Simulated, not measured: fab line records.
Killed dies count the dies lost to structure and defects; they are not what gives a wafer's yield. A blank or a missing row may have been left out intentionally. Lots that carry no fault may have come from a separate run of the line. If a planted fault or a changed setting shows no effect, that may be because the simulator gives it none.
What tool caused it?	flow nand harc	Sampling: 13 lots, 38 wafers, 5 of 1159 route steps

== WHAT THE GAUGES SHOWED, per wafer ==
NHARC_END_SORT_01.
lot	measured	on	killed at array	killed at other	killed at periphery	killed dies	killed open	killed short
L807	day 19 18:47	prober-01	19 10 20	2 4 2	3 5 0	24 19 22	5 8 5	0 2 2
L819	day 22 13:55	prober-02	17 15 20	1 0 2	5 9 3	23 24 25	2 5 5	1 1 4
L824	day 23 10:17	prober-01	30 22	2 0	5 5	37 27	5 6	5 0

== TOOL THAT RAN EACH LOT (tool first, then ch and the chambers of the sampled wafers, then the start) ==
lot	NHARC_A_SGD_CUT_CMP_21	NHARC_A_WL_FILL_ALD_02	NHARC_A_WL_FILL_ETCHBACK_04	NHARC_A_WL_FILL_ETCHBACK_17
L809	cmp-04 ch 0,1, day 14 09:50	ald metal-02 ch 2,3, day 15 02:48	rie metal-01 ch 0,1, day 15 06:40	rie metal-03 ch 0,1, day 15 17:07
L807	cmp-02 ch 0,2, day 14 09:52	ald metal-03 ch 1,2,3, day 15 05:31	rie metal-02 ch 0,1, day 15 10:58	rie metal-01 ch 0,1, day 15 21:41
L811	cmp-02 ch 2,3, day 15 03:01	ald metal-02 ch 0,1,3, day 15 18:36	rie metal-03 ch 0,1, day 15 22:22	rie metal-01 ch 0,1, day 16 08:43
L812	cmp-01 ch 0,1,2, day 15 03:01	ald metal-03 ch 0,3, day 15 18:35	rie metal-02 ch 0, day 15 22:20	rie metal-03 ch 0,1, day 16 08:44
L814	cmp-04 ch 1,3, day 15 18:13	ald metal-03 ch 1,2, day 16 13:25	rie metal-01 ch 0,1, day 16 17:07	rie metal-02 ch 0,1, day 17 03:36
L816	cmp-02 ch 0,1,3, day 16 04:10	ald metal-03 ch 0,1,3, day 16 23:28	rie metal-01 ch 0,1, day 17 09:17	rie metal-03 ch 0,1, day 17 20:02
L819	cmp-04 ch 1,2,3, day 17 05:49	ald metal-03 ch 1,2, day 18 06:33	rie metal-01 ch 0,1, day 18 12:10	rie metal-02 ch 0,1, day 18 20:07
L818	cmp-02 ch 1,2,3, day 17 05:49	ald metal-01 ch 1,2, day 18 02:57	rie metal-01 ch 1, day 18 09:19	rie metal-03 ch 1, day 18 20:08
L821	cmp-02 ch 0,2, day 17 22:31	ald metal-02 ch 0,1,3, day 18 19:10	rie metal-01 ch 0,1, day 18 22:56	rie metal-03 ch 0,1, day 19 14:57
L824	cmp-02 ch 0,1, day 18 04:23	ald metal-03 ch 0,1, day 18 19:59	rie metal-01 ch 0,1, day 19 01:48	rie metal-03 ch 0,1, day 19 12:05
L828	cmp-01 ch 1,2, day 18 22:15	ald metal-02 ch 0,1,3, day 19 13:59	rie metal-01 ch 0,1, day 19 17:53	rie metal-03 ch 0,1, day 20 06:44
L829	cmp-04 ch 0,1,2, day 18 22:18	ald metal-03 ch 0,1,2, day 19 14:13	rie metal-02 ch 0,1, day 19 20:37	rie metal-02 ch 0,1, day 20 04:21
L830	cmp-04 ch 1,2,3, day 20 04:20	ald metal-01 ch 0,2,3, day 20 23:23	rie metal-02 ch 0,1, day 21 03:07	rie metal-02 ch 0, day 21 15:00
- NHARC_A_SGD_CUT_CMP_21: polishes, target thk 148.19 nm.
- NHARC_A_WL_FILL_ALD_02: deposits TiN, target thk 2 nm, pulse time 3 s, ald cycles 100.
- NHARC_A_WL_FILL_ETCHBACK_04: etches the open film in NF3, target depth 60 nm, time 120 s.
- NHARC_A_WL_FILL_ETCHBACK_17: etches the open film in Cl2/BCl3, target depth 4 nm, time 26.7 s.

== AS READ BY THE TOOLS THEMSELVES (means over the sampled wafers that have a number; for cases with no such wafer, the mark the record gives instead) ==
NHARC_A_SGD_CUT_CMP_21.
lot	tool	motor current A (A)	time to endpoint s (s)
L809	cmp-04	15.0	51.6
L807	cmp-02	11.5	50.4
L811	cmp-02	12.1	52.7
L812	cmp-01	12.5	48.4
L814	cmp-04	13.5	49.0
L816	cmp-02	12.7	49.5
L819	cmp-04	12.6	51.5
L818	cmp-02	12.5	49.5
L821	cmp-02	11.7	54.2
L824	cmp-02	11.9	53.5
L828	cmp-01	12.3	48.3
L829	cmp-04	13.6	51.5
L830	cmp-04	13.0	53.5

NHARC_A_WL_FILL_ALD_02.
lot	tool	heater power w (W)	precursor pulse height rel
L809	ald metal-02	1082	1.014
L807	ald metal-03	1082	1.010
L811	ald metal-02	1097	0.990
L812	ald metal-03	933	0.984
L814	ald metal-03	1155	1.008
L816	ald metal-03	1014	1.001
L819	ald metal-03	1161	0.991
L818	ald metal-01	1019	0.978
L821	ald metal-02	1085	1.006
L824	ald metal-03	1109	1.007
L828	ald metal-02	1077	0.982
L829	ald metal-03	1153	0.997
L830	ald metal-01	1025	1.012

NHARC_A_WL_FILL_ETCHBACK_04.
lot	tool	drypump motor current A (A)	oes product au (a.u.)	run length s (s)
L809	rie metal-01	5.95	1.002	141.1
L807	rie metal-02	5.85	0.998	141.3
L811	rie metal-03	6.15	0.997	141.8
L812	rie metal-02	5.94	1.010	141.5
L814	rie metal-01	5.86	0.998	140.7
L816	rie metal-01	5.83	1.002	140.5
L819	rie metal-01	5.83	0.991	141.0
L818	rie metal-01	6.05	0.996	141.5
L821	rie metal-01	5.95	0.988	138.5
L824	rie metal-01	5.92	0.999	137.4
L828	rie metal-01	5.95	0.997	138.8
L829	rie metal-02	5.84	0.998	141.5
L830	rie metal-02	5.73	1.010	141.4

NHARC_A_WL_FILL_ETCHBACK_17.
lot	tool	drypump motor current A (A)	oes product au (a.u.)	run length s (s)
L809	rie metal-03	6.18	0.995	48.3
L807	rie metal-01	5.85	1.002	47.4
L811	rie metal-01	5.84	0.996	47.5
L812	rie metal-03	6.12	0.999	48.1
L814	rie metal-02	5.83	1.003	48.1
L816	rie metal-03	6.12	0.993	48.2
L819	rie metal-02	5.83	1.004	47.9
L818	rie metal-03	6.10	0.998	47.6
L821	rie metal-03	6.11	0.996	47.9
L824	rie metal-03	6.13	0.998	48.0
L828	rie metal-03	6.12	1.002	48.0
L829	rie metal-02	5.74	1.008	48.1
L830	rie metal-02	5.94	1.001	48.1

== THE ANSWER, worked out from the rows above alone ==
Rule: the usual values come from the lots themselves. Put in order of their means at a reading, lots are off if they are a third of the lots or fewer, leave a main group of 4 or more, and stand apart from it by a gap of 3 or more times the standard deviation of the main group's means; of several such gaps the widest counts. If all means in a main group match to the digits the tables above print for the reading, that group is not used. A lot without any number at a reading at which 4 lots or more have one is off too. Where the step has rows for the other lots, those lots are counted as sound. First the gauges in route order, then the tools' own readings, where a lot's mean is used as printed above. At the first step where some lot is off, the reading lying furthest off is the one used; lots without a number count as furthest.
Off, at NHARC_A_WL_FILL_ETCHBACK_04 on run length s: L821, L824, L828. The main group: mean 141.2 s, standard deviation 0.38.
A tool fits if, at that step or a process step before it, it ran every lot that is off, and no sound lot after the first of them. One fits: rie metal-01 at NHARC_A_WL_FILL_ETCHBACK_04. A fault onset in the window from L819 (day 18 12:10, its last sound lot) to L821 (day 18 22:56, its first lot off) fits.
On the lots that are off, the tool's own readings at NHARC_A_WL_FILL_ETCHBACK_04 differ by more than 5 times the standard deviation of the sound lots' means, which bears it out; run length s reads 138.2 s there versus 141.2 s on the sound lots.

== WHAT WAS PUT IN BY THE SIMULATOR ==
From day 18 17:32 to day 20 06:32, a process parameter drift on rie metal-01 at NHARC_A_WL_FILL_ETCHBACK_04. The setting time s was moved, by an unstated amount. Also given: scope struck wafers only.
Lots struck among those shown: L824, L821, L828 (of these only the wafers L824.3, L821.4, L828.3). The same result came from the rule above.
